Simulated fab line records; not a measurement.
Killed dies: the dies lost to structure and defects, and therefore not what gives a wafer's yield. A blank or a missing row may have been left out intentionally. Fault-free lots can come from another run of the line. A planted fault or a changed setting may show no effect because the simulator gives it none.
fab line records    flow n5-finfet
record lots=9  wafers=27  last-day=19
route steps=1938 shown BEOL_M0_SAQP@664 BEOL_M4@1111 PASSIVATION@1936
lots that met no fault: from a run of the same line without faults
start-h: hours from the record's opening day to when the first of the lot's shown wafers began    wait-h: time in hours since the lot's previous step    " as in the row above    L1.1+2: a single row standing in for several wafers    - no value present, or no start provided    * or withheld: withheld    < > ~ a bound
route shown NAME@n: names a module that has steps shown in the file, with the first one's number in the route    usual: average and standard deviation across the fault-free wafers    same: alike in all rows    chamber/n: place in a boat    sites: readings site by site    _std_site: how widely they spread, as a standard deviation    _edge_site: mean of outer sites minus mean of inner sites    radius-mm: for every site, how far away it sits from the centre of the wafer    mask NAME#n: copy n    behind: the tool/chamber that last shaped the wafer    hold: what put the lot on hold/how long, in hours/how the hold closed    device: which transistor (n, p or np) failed to switch    end of line: the tests these same wafers got at the end of their route    a step given without rows: its recipe and nothing more    killed: dies that structure and defects cost at the first sort, which is not the same as the wafer's yield    map: the dies of a wafer, with x for killed, . for not killed, _ for no die there
set.NAME: the setting that was run; set.NAME@STEP: the one run at that earlier step    model.NAME: the simulator's own value behind a step, which no gauge read
steps of the route over a sample of lots; a table a step, a row a wafer
services: the hour from which a tool's chamber was out of use, counted from the record's first day as start-h (under 0 if before that day), plus the number of hours and why
## steps
# step N5_BEOL_M0_SAQP_SPACER1_ETCHBACK_99
# recipe chemistry=CHF3/O2  mode=anisotropic-etchback  target=SiO2  target-depth-a=154  time-s=7.7  pressure-mtorr=30  source-w=650  bias-w=170  Ar_flow_sccm=200  CHF3_flow_sccm=50  O2_flow_sccm=5  ion-energy-ev=200
# usual CHF3_flow_sccm=49.99/0.15  bias-w=170.0/0.49  drypump-motor-current-A=5.6/0.49  oes-product-au=0.80/0.082  rf-fwd-power-W=645.3/2.3  rf-vpp-V=520/8.4  showerhead-plenum-p-Torr=2.41/0.067  throttle-valve-pct=18.97/0.19
lot.wafer  tool         chamber  start-h  wait-h  CHF3_flow_sccm  bias-w  drypump-motor-current-A  oes-product-au  rf-fwd-power-W  rf-hours-counter-h  rf-vpp-V  showerhead-plenum-p-Torr  throttle-valve-pct
L834.3     rie-diel-01  1        130.13   0.3     50.12           170.3   6.1                      0.73            645.6           184                 522       2.47                      18.74
L834.4     "            3        "        "       50.07           169.3   6.3                      0.93            646.3           -                   519       2.39                      18.98
L834.5     "            2        "        "       49.91           170.2   5.1                      0.90            645.4           -                   522       2.45                      18.63
L836.3     rie-diel-01  2        141.48   0.3     50.13           169.9   5.2                      0.87            641.1           36                  521       2.45                      18.65
L836.4     "            1        "        "       49.92           170.5   6.2                      0.73            646.5           -                   524       2.47                      18.73
L836.6     "            2        "        "       49.92           169.5   5.1                      0.87            642.0           -                   522       2.45                      18.64
L837.2     rie-diel-01  1        144.91   0.3     49.88           169.7   6.1                      0.72            646.1           191                 524       2.47                      18.73
L837.4     "            2        "        "       50.00           170.0   5.1                      0.86            645.7           -                   521       2.45                      18.65
L837.6     "            3        "        "       49.83           170.0   6.3                      0.92            646.1           -                   519       2.39                      18.99
L838.2     rie-diel-05  0        153.09   0.3     50.02           170.1   4.7                      0.72            643.3           185                 518       2.48                      19.04
L838.3     "            2        "        "       49.88           169.5   5.5                      0.78            643.6           132                 514       2.34                      19.01
L838.5     "            0        "        "       50.10           169.9   4.7                      0.73            642.0           -                   519       2.48                      19.04
L840.1     rie-diel-05  0        166.68   0.3     49.95           169.1   4.7                      0.72            649.3           189                 518       2.48                      19.04
L840.2     "            3        "        "       49.68           170.2   5.0                      0.88            639.8           37                  514       2.36                      18.81
L840.6     "            0        "        "       50.15           169.8   4.7                      0.72            645.9           -                   520       2.48                      19.04
L844.3     rie-diel-04  3        191.39   0.3     49.92           170.0   5.8                      0.71            642.0           223                 528       2.40                      19.33
L844.4     "            1        "        "       49.95           170.2   5.8                      0.85            646.0           59                  520       2.34                      18.89
L844.5     "            2        "        "       50.11           170.4   5.5                      0.76            648.2           -                   498       2.33                      18.81
L846.1     rie-diel-05  2        201.19   0.3     50.10           170.2   5.5                      0.77            644.3           145                 514       2.34                      19.04
L846.3     "            1        "        "       50.31           170.1   5.8                      0.88            648.6           57                  522       2.55                      19.09
L846.4     "            0        "        "       49.97           169.9   4.7                      0.71            646.2           200                 518       2.48                      19.09
L849.1     rie-diel-04  3        215.97   0.3     49.99           170.3   5.8                      0.71            645.2           232                 528       2.39                      19.34
L849.3     "            0        "        "       49.84           169.6   5.8                      0.69            644.5           229                 529       2.37                      19.14
L849.6     "            1        "        "       49.94           170.7   5.8                      0.84            644.5           -                   520       2.34                      18.93
L853.1     rie-diel-05  2        241.77   0.3     50.05           170.7   5.5                      0.75            648.5           156                 513       2.33                      19.07
L853.2     "            0        "        "       49.93           169.5   4.7                      0.70            646.3           211                 518       2.47                      19.10
L853.4     "            3        "        "       50.21           169.8   5.0                      0.85            648.7           58                  515       2.36                      18.85
# step N5_BEOL_M0_SAQP_MANDREL1_REMOVE_100
# recipe chemistry=HBr/Cl2/O2  bt-time-s=10  target=a-Si  stop-on=SiNx  endpoint=OES-SiCl  over-etch-frac=0.85  icp-w=600  bias-w=30  HBr_flow_sccm=150  Cl2_flow_sccm=80  O2_flow_sccm=5  pressure-mtorr=10
# usual bias-w=30.01/0.093  drypump-motor-current-A=5.8/0.4  oes-product-au=0.997/0.016  rf-fwd-power-W=596.9/1.9  throttle-valve-pct=36.61/0.2
lot.wafer  tool       chamber  start-h  wait-h  bias-w  drypump-motor-current-A  oes-product-au  rf-fwd-power-W  rf-hours-counter-h  throttle-valve-pct
L834.3     rie-si-05  3        130.22   0.1     29.88   6.3                      1.005           594.2           47                  36.76
L834.4     "          2        "        "       30.09   5.7                      1.002           591.8           27                  36.40
L834.5     "          0        "        "       29.88   6.5                      0.995           594.4           -                   36.80
L836.3     rie-si-03  3        141.56   0.1     30.15   5.8                      1.005           599.6           166                 36.39
L836.4     "          0        "        "       30.16   6.4                      0.998           596.3           64                  36.47
L836.6     "          1        "        "       30.04   5.2                      0.986           593.5           -                   36.76
L837.2     rie-si-03  1        144.99   0.1     30.07   5.2                      0.982           595.8           8                   36.74
L837.4     "          3        "        "       30.10   5.8                      0.996           600.0           166                 36.38
L837.6     "          1        "        "       30.11   5.2                      0.978           595.3           -                   36.75
L838.2     rie-si-05  0        153.18   0.1     30.16   6.5                      0.992           599.0           149                 36.80
L838.3     "          3        "        "       29.89   6.3                      1.000           599.0           47                  36.76
L838.5     "          2        "        "       29.97   5.7                      0.995           600.5           -                   36.39
L840.1     rie-si-04  1        166.76   0.1     29.93   5.7                      1.004           597.2           74                  37.25
L840.2     "          3        "        "       30.05   5.8                      1.018           597.2           124                 36.63
L840.6     "          0        "        "       30.01   6.0                      1.007           596.7           -                   36.95
L844.3     rie-si-03  1        191.47   0.1     30.22   5.3                      0.993           595.6           8                   36.75
L844.4     "          0        "        "       30.04   6.4                      1.003           594.3           65                  36.47
L844.5     "          1        "        "       30.19   5.2                      0.984           599.3           -                   36.77
L846.1     rie-si-04  0        201.28   0.1     29.98   6.0                      1.014           594.4           8                   36.94
L846.3     "          3        "        "       30.00   5.8                      1.028           599.7           125                 36.61
L846.4     "          1        "        "       30.13   5.7                      0.999           599.5           74                  37.25
L849.1     rie-si-03  1        216.06   0.1     29.95   5.2                      0.976           596.7           9                   36.75
L849.3     "          0        "        "       29.90   6.3                      0.993           596.3           65                  36.47
L849.6     "          2        "        "       29.90   5.8                      1.026           600.5           -                   36.35
L853.1     rie-si-03  3        241.86   0.1     30.01   5.8                      1.020           597.5           168                 36.38
L853.2     "          1        "        "       30.03   5.2                      0.975           596.5           9                   36.74
L853.4     "          2        "        "       30.02   5.8                      1.018           597.8           57                  36.35
# step N5_BEOL_M0_SAQP_ETCH_102
# recipe chemistry=CF4  target=SiO2  target-depth-a=40  ion-energy-ev=350  time-s=4.4  pressure-mtorr=10  icp-w=800  bias-w=400  cf4-flow-sccm=80
# usual bias-w=399.8/1.2  cf4-flow-sccm=80.01/0.26  drypump-motor-current-A=5.7/0.34  oes-product-au=1.000/0.022  rf-fwd-power-W=791/3.3  throttle-valve-pct=21.81/0.18
lot.wafer  tool       chamber  start-h  wait-h  bias-w  cf4-flow-sccm  drypump-motor-current-A  oes-product-au  rf-fwd-power-W  rf-hours-counter-h  throttle-valve-pct
L834.3     rie-si-03  3        130.47   0.1     399.6   80.38          5.8                      1.009           792             166                 21.66
L834.4     "          1        "        "       399.5   79.75          5.2                      0.968           794             7                   21.72
L834.5     "          1        "        "       398.6   80.30          5.2                      0.977           789             -                   21.70
L836.3     rie-si-04  0        141.82   0.1     -       -              -                        -               -               -                   -
L836.4     "          1        "        "       -       -              -                        -               -               -                   -
L836.6     "          1        "        "       -       -              -                        -               -               -                   -
L837.2     rie-si-04  0        145.37   0.1     -       -              -                        -               -               -                   -
L837.4     "          3        "        "       -       -              -                        -               -               -                   -
L837.6     "          2        "        "       -       -              -                        -               -               -                   -
L838.2     rie-si-03  2        153.43   0.1     -       -              -                        -               -               -                   -
L838.3     "          1        "        "       -       -              -                        -               -               -                   -
L838.5     "          0        "        "       -       -              -                        -               -               -                   -
L840.1     rie-si-03  0        167.02   0.1     401.0   79.68          6.3                      1.002           789             64                  21.62
L840.2     "          3        "        "       400.5   80.22          5.8                      1.009           791             166                 21.66
L840.6     "          3        "        "       400.4   80.43          5.8                      1.016           791             -                   21.67
L844.3     rie-si-04  0        191.73   0.1     401.2   80.14          5.9                      1.000           789             7                   22.05
L844.4     "          2        "        "       399.9   79.91          5.3                      0.973           794             164                 21.93
L844.5     "          1        "        "       398.9   79.94          5.7                      0.984           790             -                   22.06
L846.1     rie-si-03  3        201.53   0.1     401.4   80.05          5.8                      1.002           794             167                 21.66
L846.3     "          1        "        "       398.6   80.35          5.3                      0.963           786             9                   21.70
L846.4     "          2        "        "       399.3   80.25          5.8                      1.009           789             56                  21.61
L849.1     rie-si-04  0        216.31   0.1     397.3   79.71          6.0                      1.002           791             8                   22.03
L849.3     "          3        "        "       401.9   79.88          5.7                      1.033           794             125                 21.69
L849.6     "          1        "        "       397.9   79.68          5.8                      0.994           790             -                   22.09
L853.1     rie-si-04  3        242.11   0.1     400.5   79.95          5.7                      1.034           793             126                 21.69
L853.2     "          1        "        "       399.9   80.11          5.8                      0.994           795             75                  22.09
L853.4     "          2        "        "       400.0   80.10          5.3                      0.977           791             165                 21.91
# step N5_BEOL_M0_SAQP_MANDREL_ETCH_103
# recipe chemistry=HBr/Cl2  target=a-Si  target-depth-a=450  bt-time-s=10  stop-on=SiCN  mask-material=SiO2  over-etch-frac=0.8  time-s=27  pressure-mtorr=10  icp-w=800  bias-w=75  HBr_flow_sccm=150  Cl2_flow_sccm=80  ends=end-point
# usual HBr_flow_sccm=150.0/0.38  bias-w=75.00/0.21  drypump-motor-current-A=5.8/0.34  oes-product-au=0.684/0.013  rf-fwd-power-W=794.8/3  throttle-valve-pct=35.46/0.27
lot.wafer  tool       chamber  start-h  wait-h  HBr_flow_sccm  bias-w  drypump-motor-current-A  oes-product-au  rf-fwd-power-W  rf-hours-counter-h  throttle-valve-pct
L834.3     rie-si-03  3        130.51   0.0     150.1          74.94   5.8                      0.689           791.1           166                 35.13
L834.4     "          1        "        "       150.7          75.16   5.2                      0.674           794.8           7                   35.47
L834.5     "          1        "        "       150.9          74.91   5.2                      0.670           798.8           -                   35.48
L836.3     rie-si-04  0        141.85   0.0     149.7          74.96   5.9                      0.675           790.5           7                   35.69
L836.4     "          1        "        "       150.1          74.67   5.7                      0.683           795.7           73                  35.96
L836.6     "          1        "        "       150.5          74.92   5.8                      0.686           799.4           -                   35.97
L837.2     rie-si-04  0        145.40   0.0     150.4          74.83   6.0                      0.683           791.2           7                   35.71
L837.4     "          3        "        "       150.6          74.92   5.7                      0.690           791.2           124                 35.39
L837.6     "          2        "        "       150.1          75.26   5.3                      0.669           796.2           -                   35.44
L838.2     rie-si-03  2        153.46   0.0     150.1          74.86   5.8                      0.699           793.9           56                  35.09
L838.3     "          1        "        "       150.3          74.81   5.3                      0.671           795.1           8                   35.48
L838.5     "          0        "        "       149.6          74.94   6.3                      0.701           795.0           -                   35.19
L840.1     rie-si-03  0        167.05   0.0     150.5          75.14   6.3                      0.678           793.3           64                  35.24
L840.2     "          3        "        "       149.8          74.92   5.8                      0.693           801.7           166                 35.14
L840.6     "          3        "        "       150.2          74.85   5.8                      0.695           800.1           -                   35.15
L844.3     rie-si-04  0        191.76   0.0     149.8          75.03   5.9                      0.694           798.2           7                   35.69
L844.4     "          2        "        "       150.1          75.06   5.3                      0.674           797.7           164                 35.44
L844.5     "          1        "        "       150.2          74.95   5.8                      0.693           796.1           -                   35.97
L846.1     rie-si-03  3        201.57   0.0     149.7          74.51   5.8                      0.687           790.7           167                 35.13
L846.3     "          1        "        "       150.6          75.02   5.2                      0.678           790.9           9                   35.49
L846.4     "          2        "        "       149.4          74.85   5.8                      0.688           791.2           56                  35.09
L849.1     rie-si-04  0        216.35   0.0     150.4          75.37   5.9                      0.691           794.8           8                   35.69
L849.3     "          3        "        "       149.5          74.62   5.7                      0.692           795.6           125                 35.33
L849.6     "          1        "        "       150.1          74.58   5.7                      0.687           799.4           -                   35.98
L853.1     rie-si-04  3        242.15   0.0     150.4          75.15   5.8                      0.670           797.7           126                 35.38
L853.2     "          1        "        "       150.6          74.79   5.7                      0.682           795.1           75                  36.00
L853.4     "          2        "        "       150.0          74.91   5.3                      0.673           792.5           165                 35.44
# step N5_BEOL_M4_RC_MEAS_101
# usual DIBL_N=36.3/1.6  DIBL_P=36.4/2.1  IOFF_N=0.16/0.032  IOFF_P=0.22/0.044  ION_N=675/12  ION_P=463/8.3  SS_N=71.6/0.64  SS_P=73.3/0.67  VT_N=250/3.3  VT_P=-250/3.7
lot.wafer  tool       chamber  start-h  wait-h  DIBL_N[mV/V]  DIBL_P[mV/V]  IOFF_N[nA/um]  IOFF_P[nA/um]  ION_N[uA/um]  ION_P[uA/um]  SS_N[mV/dec]  SS_P[mV/dec]  VT_N[mV]  VT_P[mV]
L834.3     prober-02  0        226.43   0.3     38.8          38.2          0.18           0.23           684           466           71.7          73.9          252       -247
L834.4     "          0        "        "       35.0          33.1          0.12           0.16           666           455           70.6          73.1          256       -255
L834.5     "          0        "        "       36.4          35.1          0.15           0.20           686           464           71.9          73.5          251       -251
L840.1     prober-02  0        257.00   0.0     35.4          35.7          0.15           0.18           665           457           71.2          72.8          251       -254
L840.2     "          0        "        "       37.9          38.7          0.21           0.23           697           468           71.7          74.1          246       -250
L840.6     "          0        "        "       36.7          37.3          0.18           0.20           674           454           71.2          73.0          249       -251
L844.3     prober-01  0        291.43   0.3     33.4          34.7          0.13           0.18           657           454           71.0          72.7          252       -250
L844.4     "          0        "        "       35.7          36.9          0.16           0.22           672           461           71.3          73.6          250       -250
L844.5     "          0        "        "       36.9          39.4          0.19           0.26           668           463           72.0          74.2          247       -248
L846.1     prober-02  0        306.11   0.7     34.7          35.1          0.14           0.20           663           458           71.4          73.7          253       -253
L846.3     "          0        "        "       33.1          33.9          0.11           0.18           651           457           71.3          73.1          257       -252
L846.4     "          0        "        "       35.3          35.8          0.15           0.20           668           462           71.0          74.1          251       -251
L849.1     prober-02  0        323.48   0.0     34.9          35.0          0.14           0.19           666           465           71.3          72.3          251       -251
L849.3     "          0        "        "       37.0          37.8          0.18           0.24           681           469           71.4          73.3          246       -247
L849.6     "          0        "        "       37.3          37.6          0.18           0.23           685           467           71.3          73.4          244       -249
L853.1     prober-02  0        354.48   0.0     35.4          36.1          0.13           0.16           665           456           71.8          72.6          254       -253
L853.2     "          0        "        "       34.7          35.6          0.13           0.16           662           456           71.1          73.2          252       -256
L853.4     "          0        "        "       40.7          41.8          0.24           0.26           697           463           73.0          74.2          245       -247
# step N5_PASSIVATION_PROBE_49
# usual defect-limited-yield=91.4/1.2  killed_at_M0_to_M3=35/11  killed_at_M4_up=14/6  killed-at-contacts=12/6.7  killed-at-front-end=37/9.7  killed-at-other=3.5/2.5  killed-dies=102/15  killed-on-rim=13/3.6  killed-open=67/12  killed-short=33/7.3  sort_bin_5_function=5.1/0.81  sort_bin_6_memory=3.2/0.65  sort-n-pass=1078/15  sort-yield-pct=91.4/1.2
# same gross-dies=1180  killed-at-back-side=0  sort_bin_4_leakage[%]=0  sort_bin_8_speed[%]=0
lot.wafer  tool       chamber  start-h  wait-h  defect-limited-yield[%]  killed_at_M0_to_M3  killed_at_M4_up  killed-at-contacts  killed-at-front-end  killed-at-other  killed-dies  killed-on-rim  killed-open  killed-short  sort_bin_5_function[%]  sort_bin_6_memory[%]  sort-n-pass  sort-yield-pct[%]
L836.3     prober-01  -        345.56   0.1     0                        1107                13               8                   47                   5                1180         152            70           40            95.6                    4.1                   0            0
L836.4     prober-01  -        345.61   0.2     0                        1115                3                3                   53                   6                1180         152            68           44            95.7                    3.5                   0            0
L836.6     prober-01  -        345.71   0.3     0                        1111                13               6                   41                   9                1180         152            56           35            96.9                    3.1                   0            0
L837.2     prober-01  -        354.99   0.1     0                        1105                18               5                   47                   5                1180         152            77           32            96.3                    3.7                   0            0
L837.4     prober-01  -        355.09   0.2     0                        1114                11               14                  39                   2                1180         152            73           24            96.8                    3.0                   0            0
L837.6     prober-01  -        355.19   0.3     0                        1117                22               4                   36                   1                1180         152            63           31            96.4                    3.1                   0            0
L838.2     prober-01  -        359.78   0.1     0                        1110                13               15                  38                   4                1180         152            75           40            96.3                    3.1                   0            0
L838.3     prober-01  -        359.83   0.1     0                        1113                13               15                  38                   1                1180         152            60           42            96.9                    2.5                   0            0
L838.5     prober-01  -        359.93   0.2     0                        1126                10               2                   35                   7                1180         152            49           28            97.4                    2.5                   0            0
L844.3     prober-02  -        389.74   0.1     92.9                     32                  18               8                   24                   2                84           10             68           15            4.3                     2.6                   1096         92.9
L844.4     prober-02  -        389.79   0.2     92.0                     33                  18               5                   34                   4                94           12             55           37            4.7                     3.0                   1086         92.0
L844.5     prober-02  -        389.84   0.2     92.3                     32                  22               6                   28                   3                91           13             61           30            4.8                     2.5                   1089         92.3
L849.1     prober-02  -        425.76   0.0     90.0                     40                  9                19                  47                   3                118          19             62           56            5.6                     4.1                   1062         90.0
L849.3     prober-02  -        425.86   0.1     88.6                     64                  10               10                  49                   2                135          14             97           38            6.8                     4.3                   1045         88.6
L849.6     prober-02  -        426.01   0.3     91.4                     52                  9                7                   27                   7                102          8              70           32            4.8                     3.6                   1078         91.4
# killed by level:class
L836.3 BEOL_M0_SAQP:area-etch=1069 FIN_SAQP:geometric-particle:open=10 STI_FIN_REVEAL:geometric-particle:open=10 BEOL_M2:geometric-particle:open=10 MOL_CONTACT_COAG:geometric-particle:open=7 BEOL_M0_SAQP:geometric-particle:open=6 BEOL_M3:geometric-particle:open=6 BEOL_M4:geometric-particle:short=5
L836.4 BEOL_M0_SAQP:area-etch=1068 STI_FIN_REVEAL:geometric-particle:open=20 BEOL_M0_SAQP:geometric-particle:open=11 BEOL_M0_SAQP:geometric-particle:short=10 FIN_SAQP:geometric-particle:open=9 BEOL_M3:geometric-particle:open=9 BEOL_M3:geometric-particle:short=7 FIN_SAQP:geometric-particle:short=6
L836.6 BEOL_M0_SAQP:area-etch=1087 STI_FIN_REVEAL:geometric-particle:open=9 FIN_SAQP:geometric-particle:open=8 BEOL_M0_SAQP:geometric-particle:short=8 FIN_SAQP:geometric-particle:short=7 MOL_CONTACT_COAG:geometric-particle:open=5 BEOL_M2:geometric-particle:open=5 BEOL_M3:geometric-particle:open=5
L837.2 BEOL_M0_SAQP:area-etch=1071 FIN_SAQP:geometric-particle:open=15 BEOL_M4:geometric-particle:open=12 STI_FIN_REVEAL:geometric-particle:open=11 FIN_SAQP:geometric-particle:short=8 BEOL_M3:geometric-particle:open=8 BEOL_M0_SAQP:geometric-particle:short=7 GATE_CUT:geometric-particle:short=5
L837.4 BEOL_M0_SAQP:area-etch=1082 MOL_CONTACT_COAG:geometric-particle:open=13 BEOL_M3:geometric-particle:open=11 DUMMY_GATE:geometric-particle:open=7 BEOL_M0_SAQP:geometric-particle:open=7 STARTING-WAFER:geometric-particle:open=7 BEOL_M4:geometric-particle:open=5 FIN_SAQP:geometric-particle:open=4
L837.6 BEOL_M0_SAQP:area-etch=1084 BEOL_M4:geometric-particle:open=14 BEOL_M0_SAQP:geometric-particle:open=13 BEOL_M0_SAQP:geometric-particle:short=12 STI_FIN_REVEAL:geometric-particle:open=8 FIN_SAQP:geometric-particle:open=5 GATE_CUT:geometric-particle:short=5 FIN_SAQP:geometric-particle:short=4
L838.2 BEOL_M0_SAQP:area-etch=1064 MOL_CONTACT_COAG:geometric-particle:open=14 FIN_SAQP:geometric-particle:open=11 BEOL_M0_SAQP:geometric-particle:short=11 BEOL_M0_SAQP:geometric-particle:open=10 FIN_SAQP:geometric-particle:short=8 BEOL_M1:geometric-particle:short=7 BEOL_M4:geometric-particle:open=7
L838.3 BEOL_M0_SAQP:area-etch=1078 MOL_CONTACT_COAG:geometric-particle:open=11 FIN_SAQP:geometric-particle:short=9 BEOL_M0_SAQP:geometric-particle:short=8 DUMMY_GATE:geometric-particle:open=7 BEOL_M1:geometric-particle:open=7 GATE_CUT:geometric-particle:short=6 BEOL_M2:geometric-particle:open=6
L838.5 BEOL_M0_SAQP:area-etch=1103 FIN_SAQP:geometric-particle:open=11 GATE_CUT:geometric-particle:short=9 BEOL_M2:geometric-particle:open=6 BEOL_M0_SAQP:geometric-particle:open=5 STI_FIN_REVEAL:geometric-particle:open=3 DUMMY_GATE:geometric-particle:open=3 BEOL_M1:geometric-particle:open=3
L844.3 BEOL_M4:geometric-particle:open=13 BEOL_M1:geometric-particle:open=10 MOL_CONTACT_COAG:geometric-particle:open=8 BEOL_M0:geometric-particle:open=6 FIN_SAQP:geometric-particle:open=5 DUMMY_GATE:geometric-particle:open=5 BEOL_M3:geometric-particle:open=5 STARTING-WAFER:geometric-particle:open=5
L844.4 BEOL_M0_SAQP:geometric-particle:short=8 FIN_SAQP:geometric-particle:short=7 BEOL_M4:geometric-particle:open=6 STI_FIN_REVEAL:geometric-particle:open=5 BEOL_M0_SAQP:geometric-particle:open=5 BEOL_M8:geometric-particle:open=5 BEOL_M1:geometric-particle:short=5 BEOL_M1:geometric-particle:open=5
L844.5 BEOL_M0:geometric-particle:open=10 FIN_SAQP:geometric-particle:open=9 BEOL_M4:geometric-particle:open=6 BEOL_M1:geometric-particle:open=5 STARTING-WAFER:geometric-particle:short=5 DUMMY_GATE:geometric-particle:open=4 MOL_CONTACT_COAG:geometric-particle:open=4 BEOL_M0_SAQP:geometric-particle:open=4
L849.1 MOL_CONTACT_COAG:geometric-particle:open=16 BEOL_M0_SAQP:geometric-particle:short=16 BEOL_M0_SAQP:geometric-particle:open=14 FIN_SAQP:geometric-particle:short=10 STARTING-WAFER:geometric-particle:short=7 GATE_CUT:geometric-particle:short=5 BEOL_M4:geometric-particle:open=5 FIN_SAQP:geometric-particle:open=4
L849.3 BEOL_M0_SAQP:geometric-particle:open=16 BEOL_M1:geometric-particle:open=12 BEOL_M0_SAQP:geometric-particle:short=10 FIN_SAQP:geometric-particle:open=9 STI_FIN_REVEAL:geometric-particle:open=9 BEOL_M3:geometric-particle:open=9 DUMMY_GATE:geometric-particle:open=8 MOL_CONTACT_COAG:geometric-particle:open=8
L849.6 BEOL_M0_SAQP:geometric-particle:open=17 BEOL_M0_SAQP:geometric-particle:short=9 BEOL_M3:geometric-particle:open=8 BEOL_M1:geometric-particle:open=7 GATE_CUT:geometric-particle:open=6 BEOL_M3:geometric-particle:short=5 FIN_SAQP:geometric-particle:open=4 MOL_CONTACT_COAG:geometric-particle:open=4
## services
tool         chamber  start-h  hours  kind
rie-diel-01  0        117.38   36.7   repair
rie-diel-01  3        160.50   4.9    repair
rie-si-05    0        176.96   44.6   repair
rie-diel-01  0        198.60   -      clean
rie-diel-01  0        198.60   -      consumable-replace:focus-ring
rie-diel-01  0        198.60   23.9   scheduled-down
rie-diel-01  0        198.60   23.9   vent-cycle
rie-diel-04  2        222.58   4.9    repair
rie-diel-05  -        223.92   0.2    repair
rie-diel-01  -        240.37   5.9    repair
rie-si-05    2        241.34   16.6   repair
## key
first-sign step=N5_BEOL_M0_SAQP_ETCH_102  reading=tool-record  direction=missing
effect step=N5_PASSIVATION_PROBE_49  reading=sort_bin_5_function  direction=up  sigmas=99+  usual=5.1  struck=96.5
more-kills-born-at N5_BEOL_M0_SAQP_ETCH_102@rie-si-04=6461  N5_BEOL_M0_SAQP_ETCH_102@rie-si-03=3245
met-at N5_BEOL_M0_SAQP_ETCH_102
struck-lots L836,L837,L838
later-rows-left-out L836.3,L836.4,L836.6,L837.2,L837.4,L837.6,L838.2,L838.3,L838.5
not-acting-at N5_BEOL_M0_SAQP_SPACER1_ETCHBACK_99,N5_BEOL_M0_SAQP_MANDREL1_REMOVE_100,N5_BEOL_M0_SAQP_MANDREL_ETCH_103
onset-between 130.47 141.82
fault kind=skipped-step-whole  tool=rie-si-03,rie-si-04  chamber=-  onset-h=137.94  steps=N5_BEOL_M0_SAQP_ETCH_102  scope=struck-lots-only
# later-rows-left-out: the simulator's readings of these wafers behind a module that went badly wrong aren't trusted and aren't shown, but for the sort
